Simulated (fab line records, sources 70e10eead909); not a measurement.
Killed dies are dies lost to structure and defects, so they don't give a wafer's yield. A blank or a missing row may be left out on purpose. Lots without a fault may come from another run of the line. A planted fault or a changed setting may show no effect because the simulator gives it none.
Chamber matching | flow nand_harc | NHARC_A_DECK1_JOINT_DEP_16 on pecvd-04: 3 sister chambers
The step deposits SiO2, target thk 45 nm. 6 wafers are shown with their chamber, then 7 later ones without.

WAFERS WITH THEIR CHAMBER
wafer  | chamber | throttle_valve_pct (%) | rf_fwd_power_W (W)
L649.2 | 2       | 16.0                   | 892.8
L650.2 | 2       | 16.2                   | 894.9
L651.5 | 1       | 15.7                   | 900.8
L651.6 | 0       | 16.1                   | 897.9
L654.1 | 0       | 16.0                   | 896.3
L654.2 | 1       | 15.6                   | 902.9

WAFERS WITHOUT THEIR CHAMBER
wafer  | throttle_valve_pct (%) | rf_fwd_power_W (W)
L654.3 | 16.1                   | 897.2
L655.1 | 15.8                   | 894.6
L655.3 | 16.2                   | 895.4
L655.4 | 15.7                   | 895.8
L665.1 | 15.4                   | 898.8
L665.3 | 16.6                   | 894.8
L665.4 | 15.6                   | 897.5

WHICH CHAMBER EACH WENT THROUGH
wafer  | from the rows above          | in truth
L654.3 | can't be placed: 0 or 2      | 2
L655.1 | can't be placed: 2 or 0      | 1
L655.3 | can't be placed: 2 or 0      | 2
L655.4 | can't be placed: 0 or 2 or 1 | 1
L665.1 | 1                            | 1
L665.3 | can't be placed: 2 or 0      | 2
L665.4 | can't be placed: 1 or 0      | 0
Placed correctly: 1 of 7. Can't be placed from these rows: 6 (the true chamber is among the candidates in 5). Placed wrongly: 0.
How it was worked out, from the rows above alone: a wafer's distance from a chamber is the root of the sum, over the readings, of the square of ((its reading less the chamber's mean) divided by the reading's scatter). The wafer belongs to the nearest chamber; if the next one is less than 2 further off, it can't be placed. A chamber's mean is the mean of its shown wafers. The scatter: the root of (the sum of the squares of (reading less its chamber's mean) over the shown wafers, divided by (wafers less chambers)).
